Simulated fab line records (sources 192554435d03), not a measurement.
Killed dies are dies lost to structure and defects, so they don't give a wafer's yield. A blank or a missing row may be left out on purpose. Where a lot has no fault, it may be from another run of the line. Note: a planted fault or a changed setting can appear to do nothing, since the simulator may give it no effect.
The tool behind it: which one? / flow n5-finfet / 72 wafers from 24 lots sampled at 2 of the route's 1938 steps

WHAT THE GAUGES READ, wafer by wafer
N5_BEOL_M0_OCD_MEAS_108.
lot=L074; measured=day 5 17:42; on=ocd-01; trench-depth-nm (nm)=33.0 32.6 33.9
lot=L075; measured=day 6 09:21; on=ocd-01; trench-depth-nm (nm)=32.6 32.3 33.3
lot=L077; measured=day 6 11:26; on=ocd-02; trench-depth-nm (nm)=33.0 32.2 32.5
lot=L076; measured=day 6 11:28; on=ocd-02; trench-depth-nm (nm)=34.4 34.4 32.0
lot=L078; measured=day 7 04:26; on=ocd-01; trench-depth-nm (nm)=32.1 32.4 32.5
lot=L079; measured=day 7 04:50; on=ocd-01; trench-depth-nm (nm)=32.7 32.6 32.8
lot=L080; measured=day 7 07:40; on=ocd-01; trench-depth-nm (nm)=33.0 32.9 33.7
lot=L081; measured=day 7 10:19; on=ocd-02; trench-depth-nm (nm)=33.3 32.5 32.9
lot=L082; measured=day 7 17:55; on=ocd-01; trench-depth-nm (nm)=33.3 32.4 33.5
lot=L083; measured=day 8 00:03; on=ocd-02; trench-depth-nm (nm)=33.1 33.6 33.4
lot=L084; measured=day 8 06:22; on=ocd-01; trench-depth-nm (nm)=32.0 32.6 32.7
lot=L085; measured=day 8 16:32; on=ocd-01; trench-depth-nm (nm)=32.4 33.4 33.1
lot=L086; measured=day 8 20:01; on=ocd-02; trench-depth-nm (nm)=33.3 31.9 31.5
lot=L087; measured=day 9 07:15; on=ocd-02; trench-depth-nm (nm)=32.7 32.6 33.5
lot=L088; measured=day 9 18:50; on=ocd-02; trench-depth-nm (nm)=32.1 32.0 32.5
lot=L089; measured=day 9 19:09; on=ocd-01; trench-depth-nm (nm)=32.2 32.6 32.5
lot=L090; measured=day 10 02:16; on=ocd-02; trench-depth-nm (nm)=33.0 32.2 33.0
lot=L091; measured=day 10 04:16; on=ocd-02; trench-depth-nm (nm)=33.9 33.8 34.8
lot=L092; measured=day 10 10:15; on=ocd-01; trench-depth-nm (nm)=33.1 32.2 31.9
lot=L093; measured=day 10 17:33; on=ocd-01; trench-depth-nm (nm)=33.3 32.0 31.9
lot=L094; measured=day 10 22:43; on=ocd-01; trench-depth-nm (nm)=33.0 32.6 33.3
lot=L095; measured=day 11 07:08; on=ocd-02; trench-depth-nm (nm)=32.1 32.1 32.3
lot=L096; measured=day 11 11:20; on=ocd-02; trench-depth-nm (nm)=32.7 32.5 32.4
lot=L097; measured=day 11 18:30; on=ocd-02; trench-depth-nm (nm)=33.4 33.4 34.1

N5_BEOL_M1_THK_MEAS_01.
lot=L074; measured=day 5 21:06; on=film-metro-02; M1_ILD_THK (nm)=76.5 78.2 77.5
lot=L075; measured=day 6 12:40; on=film-metro-01; M1_ILD_THK (nm)=79.2 80.4 79.1
lot=L077; measured=day 6 15:25; on=film-metro-02; M1_ILD_THK (nm)=76.9 77.2 77.9
lot=L076; measured=day 6 15:29; on=film-metro-02; M1_ILD_THK (nm)=79.7 80.2 81.1
lot=L078; measured=day 7 08:34; on=film-metro-02; M1_ILD_THK (nm)=77.8 78.7 78.7
lot=L079; measured=day 7 09:08; on=film-metro-02; M1_ILD_THK (nm)=78.9 79.8 79.5
lot=L080; measured=day 7 10:47; on=film-metro-02; M1_ILD_THK (nm)=79.4 78.0 79.4
lot=L081; measured=day 7 14:51; on=film-metro-01; M1_ILD_THK (nm)=76.7 78.6 78.8
lot=L082; measured=day 7 20:44; on=film-metro-01; M1_ILD_THK (nm)=79.0 80.3 80.0
lot=L083; measured=day 8 04:16; on=film-metro-02; M1_ILD_THK (nm)=80.5 78.8 79.8
lot=L084; measured=day 8 10:33; on=film-metro-02; M1_ILD_THK (nm)=79.4 79.5 79.8
lot=L085; measured=day 8 21:20; on=film-metro-01; M1_ILD_THK (nm)=77.9 80.3 78.7
lot=L086; measured=day 8 23:11; on=film-metro-01; M1_ILD_THK (nm)=77.1 76.8 78.5
lot=L087; measured=day 9 12:08; on=film-metro-02; M1_ILD_THK (nm)=78.1 79.5 78.6
lot=L088; measured=day 9 21:44; on=film-metro-02; M1_ILD_THK (nm)=78.0 79.2 78.3
lot=L089; measured=day 9 22:20; on=film-metro-01; M1_ILD_THK (nm)=78.8 78.3 79.6
lot=L090; measured=day 10 05:37; on=film-metro-02; M1_ILD_THK (nm)=78.8 77.8 78.8
lot=L091; measured=day 10 07:33; on=film-metro-01; M1_ILD_THK (nm)=79.5 79.6 78.7
lot=L092; measured=day 10 14:59; on=film-metro-02; M1_ILD_THK (nm)=78.1 79.3 79.4
lot=L093; measured=day 10 21:58; on=film-metro-01; M1_ILD_THK (nm)=79.7 81.0 81.3
lot=L094; measured=day 11 01:35; on=film-metro-02; M1_ILD_THK (nm)=78.1 77.0 80.2
lot=L095; measured=day 11 10:41; on=film-metro-01; M1_ILD_THK (nm)=77.6 78.0 78.8
lot=L096; measured=day 11 14:23; on=film-metro-02; M1_ILD_THK (nm)=77.3 78.4 79.7
lot=L097; measured=day 11 21:41; on=film-metro-01; M1_ILD_THK (nm)=79.3 80.1 79.2

WHICH TOOL RAN EACH LOT (tool, then ch and the chambers of the sampled wafers, then the start)
Before these readings, the record contains no process step.

AS READ BY THE TOOLS THEMSELVES (means over the sampled wafers that have a number; for cases with no such wafer, the mark the record gives instead)
The record holds no such reading with a usual standard deviation.

THE ANSWER, worked out from the rows above alone
Rule: the lots themselves supply what counts as usual. The widest of any qualifying gaps counts: lots, ordered by their means at a reading, are off when they make up no more than a third of the lots, leave a main group of 4 or more, and stand apart from it by 3 or more times the standard deviation of that group's means. The tables above print the reading to a certain number of digits; a main group whose means all agree to those digits is not used. A lot without any number at a reading at which 4 lots or more have one is off too. Any other lot the step has rows for is counted as sound. First the gauges in route order, then the tools' own readings, where a lot's mean is used as printed above. At the first step where some lot is off, the reading lying furthest off is the one used; lots without a number count as furthest.
No lot is off at any reading shown: from this, nothing can be told.

WHAT HAD BEEN PUT IN BY THE SIMULATOR
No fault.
